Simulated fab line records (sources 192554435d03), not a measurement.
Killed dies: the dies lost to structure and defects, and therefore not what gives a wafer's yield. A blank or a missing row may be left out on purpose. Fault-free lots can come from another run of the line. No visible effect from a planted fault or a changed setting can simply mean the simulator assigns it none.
fab line records	flow n5_finfet
record lots=24	wafers=72	last_day=17
route steps=1938 shown BEOL_M7@1329 BEOL_M8@1334
lots with no fault: from the same line, run without faults
start_h: hours from the record's opening day to when the first of the lot's shown wafers began	wait_h: time in hours since the lot's previous step	" unchanged from the row above	L1.1+2: several wafers, shown together as one row	- value missing, or start not given	* or withheld: withheld	< > ~ a bound
route shown NAME@n: a module of which the file shows steps, and the number in the route of the first	usual: mean and standard deviation over wafers with no fault	same: alike in all rows	chamber/n: place in a boat	sites: readings site by site	_std_site: their standard deviation	_edge_site: the outer-site mean with the inner-site mean subtracted	radius_mm: for every site, how far away it sits from the centre of the wafer	mask NAME#n: copy n	behind: the last tool/chamber to shape the wafer	hold: reason for holding the lot/hours on hold/outcome of the hold	device: names the non-switching transistor (n, p or np)	end of line: the route-end tests of the same wafers	a step with no rows: only its recipe	killed: at the first sort, the dies lost to defects and structure; wafer yield is something else	map: a wafer's dies, x killed, . not, _ none there
set.NAME: the setting as run; set.NAME@STEP: as run at that earlier step	model.NAME: the simulator's own value behind a step, which no gauge read
steps of the route over a sample of lots; a table a step, a row a wafer
services: the hour from which a tool's chamber was out of use, counted from the record's first day as start_h (under 0 if before that day), plus the number of hours and why
## steps
# step N5_BEOL_M7_DEP_56
# recipe material=SiCN	target_thk_a=100	temp_c=withheld	precursor=3MS/NH3	pressure_torr=3	rf_w=202	time_s=17.5
# usual showerhead_plenum_p_Torr=3.662/0.01	throttle_valve_pct=9.2/0.59
# same time_s=17.5
lot.wafer	tool	chamber	start_h	wait_h	showerhead_plenum_p_Torr	throttle_valve_pct
L074.4	pecvd-03	2	198.71	0.0	3.670	9.9
L074.5	"	0	"	"	3.665	8.8
L074.6	"	1	"	"	3.668	10.4
L075.2	pecvd-01	0	198.99	0.0	3.651	9.0
L075.3	"	2	"	"	3.653	8.9
L075.5	"	0	"	"	3.646	9.3
L076.2	pecvd-03	0	202.93	0.0	3.661	9.1
L076.4	"	1	"	"	3.665	10.4
L076.5	"	1	"	"	3.668	10.3
L077.1	pecvd-01	1	207.50	0.0	3.659	8.6
L077.2	"	2	"	"	3.659	8.9
L077.6	"	2	"	"	3.649	8.9
L078.1	pecvd-02	2	218.96	0.0	3.666	8.8
L078.3	"	0	"	"	3.667	9.2
L078.6	"	1	"	"	3.643	9.1
L079.1	pecvd-02	0	224.30	0.0	3.671	8.9
L079.2	"	2	"	"	3.668	8.8
L079.5	"	0	"	"	3.677	9.3
L081.3	pecvd-03	0	242.04	0.0	3.670	8.8
L081.5	"	0	"	"	3.675	8.8
L081.6	"	1	"	"	3.670	10.2
L083.3	pecvd-02	0	242.76	0.0	3.677	9.2
L083.4	"	1	"	"	3.644	8.6
L083.5	"	0	"	"	3.668	9.6
L082.1	pecvd-03	1	251.40	0.0	3.666	10.4
L082.4	"	2	"	"	3.676	8.8
L082.5	"	0	"	"	3.675	9.1
L080.1	pecvd-03	1	251.68	0.0	3.662	10.6
L080.5	"	2	"	"	3.670	8.5
L080.6	"	1	"	"	3.660	10.2
L084.1	pecvd-03	2	257.96	0.0	3.673	8.9
L084.2	"	1	"	"	3.665	10.3
L084.6	"	0	"	"	3.667	9.0
L085.3	pecvd-01	2	265.58	0.0	3.649	9.1
L085.4	"	1	"	"	3.666	8.9
L085.5	"	2	"	"	3.650	8.9
L086.1	pecvd-01	1	268.12	0.0	3.669	8.8
L086.2	"	0	"	"	3.656	9.1
L086.5	"	0	"	"	3.645	8.8
L087.1	pecvd-03	2	272.58	0.0	3.664	8.8
L087.2	"	1	"	"	3.663	10.5
L087.3	"	0	"	"	3.658	9.0
L088.1	pecvd-01	0	278.91	0.0	3.641	9.1
L088.2	"	2	"	"	3.657	9.1
L088.6	"	0	"	"	3.651	8.8
L091.1	pecvd-02	2	295.14	0.0	3.671	8.8
L091.2	"	0	"	"	3.673	9.2
L091.3	"	1	"	"	3.642	8.8
L089.1	pecvd-01	1	299.55	0.0	3.663	8.8
L089.2	"	2	"	"	3.659	9.3
L089.4	"	1	"	"	3.662	8.8
L093.2	pecvd-03	2	300.53	0.0	3.674	8.6
L093.3	"	0	"	"	3.668	8.9
L093.4	"	1	"	"	3.661	10.1
L090.3	pecvd-03	2	301.07	0.0	3.671	8.7
L090.5	"	2	"	"	3.666	8.9
L090.6	"	1	"	"	3.662	10.6
L092.2	pecvd-03	1	304.32	0.0	3.662	10.4
L092.4	"	1	"	"	3.661	10.3
L092.6	"	0	"	"	3.676	9.1
L094.4	pecvd-03	2	317.86	0.0	3.673	8.9
L094.5	"	1	"	"	3.663	10.3
L094.6	"	0	"	"	3.664	8.9
L095.1	pecvd-03	1	323.70	0.0	3.662	10.5
L095.4	"	0	"	"	3.673	9.0
L095.5	"	2	"	"	3.671	9.0
L096.1	pecvd-01	2	324.96	0.0	3.642	9.2
L096.2	"	0	"	"	3.644	9.0
L096.5	"	2	"	"	3.655	9.2
L097.2	pecvd-01	1	331.48	0.0	3.664	8.9
L097.3	"	0	"	"	3.646	9.1
L097.4	"	1	"	"	3.671	8.8
# step N5_BEOL_M7_INSPECT_58
# recipe inspect_instrument=darkfield	mode=post_dep
# usual raw_defect_count=68/20
lot.wafer	tool	chamber	start_h	wait_h	raw_defect_count
L074.4	defect_inspect-01	-	198.79	0.0	86
L074.5	"	-	"	"	107
L074.6	"	-	"	"	158
L075.2	defect_inspect-02	-	199.09	0.0	67
L075.3	"	-	"	"	67
L075.5	"	-	"	"	64
L076.2	defect_inspect-02	-	203.04	0.0	69
L076.4	"	-	"	"	44
L076.5	"	-	"	"	63
L077.1	defect_inspect-02	-	207.59	0.0	60
L077.2	"	-	"	"	59
L077.6	"	-	"	"	52
L078.1	defect_inspect-02	-	219.05	0.0	84
L078.3	"	-	"	"	55
L078.6	"	-	"	"	54
L079.1	defect_inspect-01	-	224.40	0.0	69
L079.2	"	-	"	"	40
L079.5	"	-	"	"	53
L081.3	defect_inspect-01	-	242.13	0.0	113
L081.5	"	-	"	"	97
L081.6	"	-	"	"	69
L083.3	defect_inspect-02	-	242.85	0.0	100
L083.4	"	-	"	"	55
L083.5	"	-	"	"	71
L082.1	defect_inspect-02	-	251.50	0.0	61
L082.4	"	-	"	"	46
L082.5	"	-	"	"	49
L080.1	defect_inspect-02	-	251.77	0.0	51
L080.5	"	-	"	"	55
L080.6	"	-	"	"	52
L084.1	defect_inspect-02	-	258.05	0.0	53
L084.2	"	-	"	"	50
L084.6	"	-	"	"	84
L085.3	defect_inspect-02	-	265.67	0.0	79
L085.4	"	-	"	"	74
L085.5	"	-	"	"	80
L086.1	defect_inspect-01	-	268.21	0.0	57
L086.2	"	-	"	"	85
L086.5	"	-	"	"	77
L087.1	defect_inspect-02	-	272.67	0.0	49
L087.2	"	-	"	"	49
L087.3	"	-	"	"	44
L088.1	defect_inspect-01	-	279.00	0.0	54
L088.2	"	-	"	"	53
L088.6	"	-	"	"	52
L091.1	defect_inspect-01	-	295.24	0.0	66
L091.2	"	-	"	"	66
L091.3	"	-	"	"	42
L089.1	defect_inspect-02	-	299.64	0.0	87
L089.2	"	-	"	"	77
L089.4	"	-	"	"	62
L093.2	defect_inspect-01	-	300.63	0.0	87
L093.3	"	-	"	"	87
L093.4	"	-	"	"	65
L090.3	defect_inspect-01	-	301.18	0.0	65
L090.5	"	-	"	"	78
L090.6	"	-	"	"	87
L092.2	defect_inspect-01	-	304.41	0.0	106
L092.4	"	-	"	"	80
L092.6	"	-	"	"	55
L094.4	defect_inspect-02	-	317.94	0.0	49
L094.5	"	-	"	"	50
L094.6	"	-	"	"	69
L095.1	defect_inspect-01	-	323.79	0.0	30
L095.4	"	-	"	"	75
L095.5	"	-	"	"	75
L096.1	defect_inspect-01	-	325.05	0.0	53
L096.2	"	-	"	"	48
L096.5	"	-	"	"	33
L097.2	defect_inspect-02	-	331.57	0.0	49
L097.3	"	-	"	"	81
L097.4	"	-	"	"	49
# step N5_BEOL_M8_THK_MEAS_01
# recipe reads=SiCOH_lowk_of_BEOL_M8_ILD_DEP_00
# usual M8_ILD_THK=155.7/1.9
lot.wafer	tool	chamber	start_h	wait_h	M8_ILD_THK[nm]
L074.4	film_metro-01	-	199.40	0.2	158.9
L074.5	"	-	"	"	158.7
L074.6	"	-	"	"	158.6
L075.2	film_metro-02	-	199.70	0.4	155.5
L075.3	"	-	"	"	153.3
L075.5	"	-	"	"	152.7
L076.2	film_metro-01	-	203.65	0.4	154.9
L076.4	"	-	"	"	160.3
L076.5	"	-	"	"	158.8
L077.1	film_metro-02	-	208.21	0.4	154.2
L077.2	"	-	"	"	155.2
L077.6	"	-	"	"	158.3
L078.1	film_metro-02	-	219.67	0.4	155.9
L078.3	"	-	"	"	156.3
L078.6	"	-	"	"	156.5
L079.1	film_metro-01	-	225.01	0.4	155.1
L079.2	"	-	"	"	154.2
L079.5	"	-	"	"	155.8
L081.3	film_metro-02	-	242.86	0.3	154.3
L081.5	"	-	"	"	157.2
L081.6	"	-	"	"	156.8
L083.3	film_metro-01	-	243.47	0.3	155.4
L083.4	"	-	"	"	159.1
L083.5	"	-	"	"	158.0
L082.1	film_metro-02	-	252.11	0.4	154.1
L082.4	"	-	"	"	155.8
L082.5	"	-	"	"	159.5
L080.1	film_metro-02	-	252.38	0.4	153.2
L080.5	"	-	"	"	155.6
L080.6	"	-	"	"	157.7
L084.1	film_metro-01	-	258.67	0.4	155.4
L084.2	"	-	"	"	156.4
L084.6	"	-	"	"	157.6
L085.3	film_metro-01	-	266.29	0.3	150.0
L085.4	"	-	"	"	153.5
L085.5	"	-	"	"	152.9
L086.1	film_metro-01	-	269.31	0.8	153.4
L086.2	"	-	"	"	154.0
L086.5	"	-	"	"	156.3
L087.1	film_metro-01	-	273.28	0.4	155.4
L087.2	"	-	"	"	154.6
L087.3	"	-	"	"	156.1
L088.1	film_metro-01	-	279.61	0.4	156.0
L088.2	"	-	"	"	155.5
L088.6	"	-	"	"	157.9
L091.1	film_metro-01	-	295.85	0.4	153.1
L091.2	"	-	"	"	154.4
L091.3	"	-	"	"	152.6
L089.1	film_metro-01	-	300.26	0.4	156.2
L089.2	"	-	"	"	153.7
L089.4	"	-	"	"	156.2
L093.2	film_metro-02	-	301.24	0.4	155.3
L093.3	"	-	"	"	154.3
L093.4	"	-	"	"	156.1
L090.3	film_metro-02	-	301.79	0.3	155.5
L090.5	"	-	"	"	157.9
L090.6	"	-	"	"	158.9
L092.2	film_metro-01	-	305.03	0.4	152.7
L092.4	"	-	"	"	155.4
L092.6	"	-	"	"	154.3
L094.4	film_metro-02	-	318.56	0.2	155.7
L094.5	"	-	"	"	159.2
L094.6	"	-	"	"	156.0
L095.1	film_metro-01	-	324.82	0.4	154.8
L095.4	"	-	"	"	156.1
L095.5	"	-	"	"	158.5
L096.1	film_metro-01	-	325.66	0.4	153.3
L096.2	"	-	"	"	155.2
L096.5	"	-	"	"	157.0
L097.2	film_metro-02	-	332.18	0.4	151.4
L097.3	"	-	"	"	154.2
L097.4	"	-	"	"	155.3
# step N5_BEOL_M8_INSPECT_13
# recipe mode=adi	inspect_instrument=brightfield
# usual raw_defect_count=388/81
lot.wafer	tool	chamber	start_h	wait_h	raw_defect_count
L074.4	defect_inspect-02	-	201.11	0.0	547
L074.5	"	-	"	"	546
L074.6	"	-	"	"	756
L075.2	defect_inspect-01	-	201.28	0.0	543
L075.3	"	-	"	"	379
L075.5	"	-	"	"	339
L076.2	defect_inspect-01	-	204.86	0.0	303
L076.4	"	-	"	"	358
L076.5	"	-	"	"	431
L077.1	defect_inspect-01	-	210.32	0.0	447
L077.2	"	-	"	"	352
L077.6	"	-	"	"	521
L078.1	defect_inspect-01	-	221.98	0.0	329
L078.3	"	-	"	"	336
L078.6	"	-	"	"	377
L079.1	defect_inspect-01	-	226.14	0.0	303
L079.2	"	-	"	"	261
L079.5	"	-	"	"	333
L081.3	defect_inspect-02	-	243.44	0.0	513
L081.5	"	-	"	"	403
L081.6	"	-	"	"	411
L083.3	defect_inspect-01	-	245.96	0.0	532
L083.4	"	-	"	"	377
L083.5	"	-	"	"	416
L082.1	defect_inspect-01	-	254.95	0.0	290
L082.4	"	-	"	"	247
L082.5	"	-	"	"	280
L080.1	defect_inspect-02	-	255.11	0.0	291
L080.5	"	-	"	"	438
L080.6	"	-	"	"	328
L084.1	defect_inspect-02	-	260.95	0.0	351
L084.2	"	-	"	"	430
L084.6	"	-	"	"	433
L085.3	defect_inspect-01	-	267.24	0.0	348
L085.4	"	-	"	"	483
L085.5	"	-	"	"	403
L086.1	defect_inspect-01	-	270.59	0.0	363
L086.2	"	-	"	"	310
L086.5	"	-	"	"	372
L087.1	defect_inspect-02	-	273.98	0.0	412
L087.2	"	-	"	"	420
L087.3	"	-	"	"	421
L088.1	defect_inspect-01	-	281.65	0.0	438
L088.2	"	-	"	"	331
L088.6	"	-	"	"	388
L091.1	defect_inspect-02	-	296.93	0.0	377
L091.2	"	-	"	"	375
L091.3	"	-	"	"	404
L089.1	defect_inspect-01	-	302.03	0.0	365
L089.2	"	-	"	"	349
L089.4	"	-	"	"	433
L093.2	defect_inspect-02	-	302.73	0.0	470
L093.3	"	-	"	"	424
L093.4	"	-	"	"	382
L090.3	defect_inspect-01	-	302.96	0.0	339
L090.5	"	-	"	"	392
L090.6	"	-	"	"	370
L092.2	defect_inspect-01	-	308.48	0.0	377
L092.4	"	-	"	"	352
L092.6	"	-	"	"	357
L094.4	defect_inspect-02	-	320.01	0.0	398
L094.5	"	-	"	"	417
L094.6	"	-	"	"	344
L095.1	defect_inspect-01	-	325.51	0.0	300
L095.4	"	-	"	"	408
L095.5	"	-	"	"	265
L096.1	defect_inspect-02	-	326.84	0.0	341
L096.2	"	-	"	"	334
L096.5	"	-	"	"	294
L097.2	defect_inspect-01	-	333.08	0.0	326
L097.3	"	-	"	"	299
L097.4	"	-	"	"	331
# step N5_BEOL_M8_ETCH_61
# recipe chemistry=CF4	target=SiARC	target_depth_a=455	mask_material=CAR-ArF	time_s=75.8	ion_energy_ev=80	pressure_mtorr=40	source_w=545	bias_w=36	Ar_flow_sccm=100	cf4_flow_sccm=100	ends=cleared
# usual drypump_motor_current_A=5.6/0.55	etch_rf_on_time_s=75.4/1	oes_product_au=0.70/0.057	rf_vpp_V=184.3/1.2	showerhead_plenum_p_Torr=2.17/0.064	throttle_valve_pct=15.52/0.19
lot.wafer	tool	chamber	start_h	wait_h	drypump_motor_current_A	etch_rf_on_time_s	oes_product_au	rf_hours_counter_h	rf_vpp_V	showerhead_plenum_p_Torr	throttle_valve_pct
L074.4	rie_diel-04	3	201.38	0.0	5.4	73.8	0.73	65	186.7	2.26	15.43
L074.5	"	0	"	"	5.8	74.2	0.83	-	183.3	2.11	15.43
L074.6	"	3	"	"	5.3	74.6	0.72	-	185.7	2.26	15.42
L075.2	rie_diel-02	1	201.47	0.0	4.9	76.9	0.69	93	184.3	2.16	15.41
L075.3	"	3	"	"	4.7	76.4	0.62	205	184.5	2.12	15.70
L075.5	"	2	"	"	5.5	77.4	0.77	-	181.7	2.10	15.33
L076.2	rie_diel-02	1	205.44	0.0	4.9	76.3	0.69	95	184.4	2.16	15.42
L076.4	"	0	"	"	6.2	75.1	0.80	17	185.0	2.27	15.32
L076.5	"	1	"	"	4.9	75.7	0.69	-	183.9	2.16	15.41
L077.1	rie_diel-02	0	210.40	0.0	6.2	75.6	0.79	19	184.2	2.27	15.34
L077.2	"	3	"	"	4.7	76.9	0.62	208	184.2	2.12	15.69
L077.6	"	2	"	"	5.5	77.1	0.76	-	182.3	2.10	15.34
L078.1	rie_diel-02	2	222.69	0.0	5.5	75.9	0.75	33	182.9	2.10	15.35
L078.3	"	0	"	"	6.2	75.3	0.78	23	185.9	2.27	15.35
L078.6	"	0	"	"	6.2	75.3	0.78	-	185.4	2.27	15.34
L079.1	rie_diel-04	2	226.22	0.0	5.7	73.3	0.68	125	185.9	2.15	15.71
L079.2	"	3	"	"	5.3	74.1	0.72	76	185.6	2.25	15.43
L079.5	"	2	"	"	5.7	73.7	0.67	-	184.4	2.15	15.72
L081.3	rie_diel-04	2	243.51	0.0	5.7	74.9	0.67	130	184.2	2.15	15.72
L081.5	"	2	"	"	5.7	73.7	0.66	-	184.7	2.14	15.72
L081.6	"	1	"	"	6.6	75.9	0.62	-	184.8	2.21	15.95
L083.3	rie_diel-04	2	246.23	0.0	5.7	73.9	0.67	131	183.7	2.14	15.73
L083.4	"	3	"	"	5.4	74.2	0.71	81	186.8	2.25	15.45
L083.5	"	0	"	"	5.8	74.6	0.78	-	183.7	2.10	15.47
L082.1	rie_diel-03	3	255.02	0.0	4.9	73.8	0.62	208	183.1	2.12	15.79
L082.4	"	1	"	"	5.7	75.2	0.73	49	186.3	2.18	15.34
L082.5	"	1	"	"	5.7	74.4	0.74	-	184.3	2.18	15.35
L080.1	rie_diel-02	2	255.46	0.0	5.5	75.4	0.75	40	182.8	2.10	15.35
L080.5	"	1	"	"	4.9	74.5	0.68	-	182.9	2.15	15.45
L080.6	"	0	"	"	6.2	74.4	0.77	-	186.5	2.27	15.36
L084.1	rie_diel-03	1	261.02	0.0	5.7	74.9	0.74	52	185.2	2.18	15.36
L084.2	"	2	"	"	5.4	73.1	0.77	30	183.5	2.10	15.28
L084.6	"	3	"	"	4.9	73.6	0.61	-	183.0	2.12	15.80
L085.3	rie_diel-04	1	267.35	0.0	6.6	77.0	0.61	206	184.8	2.21	15.96
L085.4	"	3	"	"	5.4	74.5	0.70	-	186.0	2.25	15.46
L085.5	"	1	"	"	6.6	76.8	0.60	-	184.0	2.21	15.97
L086.1	rie_diel-02	1	270.97	0.0	4.9	75.1	0.68	119	184.2	2.15	15.45
L086.2	"	3	"	"	4.7	76.1	0.61	230	183.9	2.12	15.75
L086.5	"	0	"	"	6.2	74.7	0.76	-	186.9	2.27	15.38
L087.1	rie_diel-04	3	274.07	0.0	5.4	74.8	0.69	93	186.6	2.25	15.46
L087.2	"	1	"	"	6.6	76.4	0.61	210	186.2	2.21	15.99
L087.3	"	0	"	"	5.8	75.0	0.76	36	183.4	2.10	15.48
L088.1	rie_diel-02	3	281.95	0.0	4.7	75.8	0.61	233	183.0	2.11	15.75
L088.2	"	0	"	"	6.2	74.7	0.75	44	185.0	2.26	15.39
L088.6	"	0	"	"	6.2	74.3	0.76	-	185.5	2.26	15.38
L091.1	rie_diel-04	0	297.00	0.0	5.8	75.4	0.74	46	183.0	2.09	15.49
L091.2	"	2	"	"	5.7	75.4	0.65	141	182.9	2.14	15.75
L091.3	"	3	"	"	5.4	75.4	0.69	103	185.7	2.24	15.49
L089.1	rie_diel-04	2	302.30	0.0	5.7	75.0	0.65	142	183.1	2.14	15.73
L089.2	"	0	"	"	5.8	75.8	0.74	47	183.4	2.09	15.51
L089.4	"	3	"	"	5.4	75.2	0.69	104	185.3	2.24	15.48
L093.2	rie_diel-02	1	302.79	0.0	4.9	76.4	0.66	130	184.4	2.14	15.47
L093.3	"	0	"	"	6.2	75.6	0.74	53	186.6	2.26	15.40
L093.4	"	2	"	"	5.5	77.1	0.71	-	183.9	2.09	15.39
L090.3	rie_diel-02	0	303.05	0.0	6.2	74.5	0.74	53	185.3	2.26	15.38
L090.5	"	2	"	"	5.5	75.0	0.73	-	184.8	2.09	15.39
L090.6	"	0	"	"	6.2	74.0	0.75	-	184.8	2.26	15.41
L092.2	rie_diel-03	0	308.77	0.0	6.0	76.7	0.68	117	185.2	2.23	15.56
L092.4	"	2	"	"	5.4	74.8	0.74	-	182.4	2.09	15.32
L092.6	"	0	"	"	6.0	76.3	0.69	-	185.2	2.23	15.55
L094.4	rie_diel-02	2	320.08	0.0	5.5	76.4	0.72	65	184.0	2.09	15.39
L094.5	"	1	"	"	4.9	76.3	0.66	-	181.3	2.14	15.50
L094.6	"	2	"	"	5.5	77.3	0.72	-	183.7	2.09	15.41
L095.1	rie_diel-02	3	325.57	0.0	4.7	76.0	0.60	244	182.6	2.11	15.78
L095.4	"	1	"	"	4.9	76.3	0.65	141	184.1	2.14	15.50
L095.5	"	3	"	"	4.7	77.1	0.60	-	183.3	2.11	15.78
L096.1	rie_diel-03	1	326.91	0.0	5.7	75.9	0.71	77	184.3	2.17	15.42
L096.2	"	0	"	"	6.0	75.7	0.68	125	184.8	2.23	15.56
L096.5	"	0	"	"	6.0	76.2	0.68	-	184.5	2.23	15.57
L097.2	rie_diel-02	2	333.39	0.0	5.5	76.2	0.71	71	184.3	2.09	15.41
L097.3	"	0	"	"	6.2	75.5	0.72	66	185.2	2.26	15.42
L097.4	"	0	"	"	6.2	75.3	0.72	-	185.5	2.26	15.42
# step N5_BEOL_M8_STRIP_19
# recipe chemistry=O2	power_w=400	temp_c=40	pressure_mtorr=30	rf_frequency_hz=6e+07	bias_power_w=0	overash_fraction=0.2	o2_flow_sccm=225
# usual drypump_motor_current_A=5.6/0.5	o2_flow_sccm=225.0/0.64	oes_product_au=0.82/0.069	rf_vpp_V=3.7/0.62	showerhead_plenum_p_Torr=2.11/0.064	throttle_valve_pct=16.58/0.2
lot.wafer	tool	chamber	start_h	wait_h	drypump_motor_current_A	o2_flow_sccm	oes_product_au	rf_hours_counter_h	rf_vpp_V	showerhead_plenum_p_Torr	throttle_valve_pct
L074.4	rie_diel-02	0	201.73	0.1	6.2	225.2	0.94	16	4.9	2.24	16.43
L074.5	"	2	"	"	5.5	225.1	0.91	-	3.5	2.05	16.34
L074.6	"	3	"	"	4.7	224.5	0.73	-	2.8	2.07	16.70
L075.2	rie_diel-04	2	201.82	0.1	5.7	225.6	0.78	116	4.2	2.11	16.77
L075.3	"	0	"	"	5.8	224.2	0.97	7	4.2	2.05	16.46
L075.5	"	2	"	"	5.7	225.9	0.79	-	3.1	2.11	16.80
L076.2	rie_diel-04	3	205.92	0.2	5.4	224.5	0.84	67	2.9	2.22	16.48
L076.4	"	0	"	"	5.8	225.3	0.95	9	4.2	2.05	16.44
L076.5	"	2	"	"	5.7	224.9	0.78	-	3.5	2.11	16.79
L077.1	rie_diel-02	0	210.75	0.1	6.3	225.0	0.92	19	3.7	2.24	16.42
L077.2	"	1	"	"	4.9	225.3	0.81	97	3.5	2.11	16.47
L077.6	"	2	"	"	5.5	223.9	0.90	-	3.8	2.04	16.35
L078.1	rie_diel-03	2	223.14	0.2	5.4	225.1	0.93	17	4.0	2.06	16.32
L078.3	"	1	"	"	5.7	225.3	0.89	39	3.3	2.14	16.40
L078.6	"	0	"	"	6.0	225.3	0.84	-	4.4	2.21	16.60
L079.1	rie_diel-04	0	226.67	0.2	5.8	224.5	0.94	17	3.4	2.05	16.49
L079.2	"	1	"	"	6.6	225.4	0.73	191	5.0	2.16	16.96
L079.5	"	1	"	"	6.7	225.7	0.73	-	3.5	2.16	16.94
L081.3	rie_diel-04	3	243.86	0.1	5.4	225.8	0.83	80	3.6	2.21	16.49
L081.5	"	0	"	"	5.8	224.3	0.92	-	4.2	2.05	16.49
L081.6	"	3	"	"	5.4	225.0	0.82	-	3.6	2.21	16.49
L083.3	rie_diel-02	2	246.71	0.1	5.5	225.7	0.89	37	3.0	2.04	16.37
L083.4	"	0	"	"	6.2	226.2	0.90	32	3.4	2.23	16.45
L083.5	"	2	"	"	5.5	225.6	0.89	-	4.9	2.04	16.37
L082.1	rie_diel-03	0	255.42	0.1	6.0	226.0	0.83	97	2.9	2.21	16.59
L082.4	"	1	"	"	5.7	225.4	0.87	50	3.7	2.14	16.43
L082.5	"	2	"	"	5.4	224.5	0.89	-	3.3	2.05	16.34
L080.1	rie_diel-03	0	255.83	0.1	6.0	225.3	0.83	97	3.3	2.21	16.62
L080.5	"	2	"	"	5.4	224.5	0.90	-	3.9	2.05	16.33
L080.6	"	1	"	"	5.7	224.7	0.87	-	4.5	2.14	16.41
L084.1	rie_diel-02	3	261.38	0.1	4.7	225.5	0.71	227	4.2	2.07	16.74
L084.2	"	2	"	"	5.5	224.8	0.88	42	2.6	2.04	16.38
L084.6	"	2	"	"	5.5	225.5	0.87	-	3.5	2.04	16.39
L085.3	rie_diel-03	1	267.80	0.1	5.7	223.7	0.85	54	2.6	2.14	16.44
L085.4	"	0	"	"	6.0	225.9	0.81	102	2.6	2.20	16.59
L085.5	"	3	"	"	4.9	224.1	0.70	-	3.6	2.08	16.85
L086.1	rie_diel-02	1	271.32	0.1	4.9	224.2	0.78	119	4.1	2.11	16.52
L086.2	"	0	"	"	6.2	224.2	0.88	41	4.4	2.23	16.47
L086.5	"	2	"	"	5.5	224.0	0.88	-	3.7	2.04	16.39
L087.1	rie_diel-03	0	274.42	0.1	6.0	226.8	0.83	104	3.5	2.20	16.62
L087.2	"	3	"	"	4.9	225.5	0.72	216	4.1	2.08	16.86
L087.3	"	2	"	"	5.4	225.3	0.88	35	4.2	2.05	16.35
L088.1	rie_diel-03	1	282.33	0.1	5.7	225.4	0.86	59	4.7	2.14	16.45
L088.2	"	2	"	"	5.4	224.9	0.87	38	4.0	2.05	16.36
L088.6	"	2	"	"	5.4	224.2	0.88	-	4.7	2.05	16.36
L091.1	rie_diel-04	3	297.36	0.1	5.4	225.2	0.80	103	3.8	2.20	16.54
L091.2	"	0	"	"	5.8	225.7	0.87	46	4.4	2.04	16.53
L091.3	"	2	"	"	5.7	226.1	0.75	141	4.9	2.10	16.83
L089.1	rie_diel-04	1	302.65	0.1	6.6	224.1	0.71	216	3.0	2.15	17.01
L089.2	"	0	"	"	5.8	224.8	0.87	47	3.1	2.04	16.50
L089.4	"	3	"	"	5.4	224.6	0.79	104	4.5	2.20	16.58
L093.2	rie_diel-03	1	303.15	0.1	5.7	224.3	0.84	67	4.2	2.13	16.48
L093.3	"	0	"	"	6.0	226.0	0.80	115	4.0	2.20	16.66
L093.4	"	0	"	"	6.0	224.7	0.79	-	2.1	2.20	16.64
L090.3	rie_diel-03	2	303.41	0.1	5.4	225.0	0.85	46	4.1	2.05	16.38
L090.5	"	2	"	"	5.4	225.5	0.85	-	2.7	2.05	16.38
L090.6	"	0	"	"	6.0	224.5	0.81	-	3.9	2.20	16.64
L092.2	rie_diel-02	2	309.14	0.1	5.5	224.5	0.84	60	3.6	2.03	16.40
L092.4	"	0	"	"	6.2	225.9	0.86	-	3.8	2.23	16.50
L092.6	"	2	"	"	5.5	226.1	0.86	-	3.3	2.03	16.41
L094.4	rie_diel-04	1	320.43	0.1	6.6	225.1	0.70	222	3.2	2.15	17.02
L094.5	"	0	"	"	5.8	225.0	0.85	-	2.2	2.04	16.52
L094.6	"	1	"	"	6.6	225.1	0.71	-	3.4	2.15	17.02
L095.1	rie_diel-02	1	325.93	0.1	4.9	223.6	0.77	141	4.0	2.10	16.58
L095.4	"	0	"	"	6.3	224.9	0.87	63	3.3	2.22	16.52
L095.5	"	3	"	"	4.7	224.8	0.70	-	4.4	2.06	16.80
L096.1	rie_diel-04	2	327.32	0.1	5.7	224.8	0.74	150	3.6	2.10	16.85
L096.2	"	3	"	"	5.4	225.4	0.79	111	4.1	2.20	16.58
L096.5	"	3	"	"	5.4	224.8	0.79	-	3.7	2.20	16.56
L097.2	rie_diel-03	2	333.75	0.1	5.4	224.7	0.83	59	3.6	2.04	16.42
L097.3	"	1	"	"	5.7	226.4	0.82	80	4.8	2.13	16.49
L097.4	"	3	"	"	4.9	224.3	0.69	230	4.0	2.07	16.89
## services
tool	chamber	start_h	hours	kind
rie_diel-04	2	190.24	6.7	repair
rie_diel-03	3	197.34	29.9	repair
rie_diel-03	2	197.76	2.9	repair
pecvd-02	-	198.18	2.8	pm
rie_diel-03	0	199.70	6.3	repair
pecvd-03	2	202.38	-	clean
pecvd-03	2	202.38	-	consumable_replace:showerhead
pecvd-03	2	202.38	29.0	scheduled_down
pecvd-03	2	202.38	29.0	vent_cycle
rie_diel-02	-	215.16	4.3	pm
pecvd-01	-	217.42	3.1	repair
rie_diel-02	2	225.53	14.6	repair
pecvd-03	-	243.56	0.8	repair
pecvd-02	1	254.24	5.4	repair
pecvd-03	2	281.75	5.9	repair
rie_diel-04	1	288.71	11.0	repair
rie_diel-04	-	298.50	2.8	pm
pecvd-03	1	300.38	-	calibration
rie_diel-03	3	301.67	7.3	repair
rie_diel-03	3	322.29	11.0	repair
pecvd-02	-	323.11	2.0	repair
## key
fault none
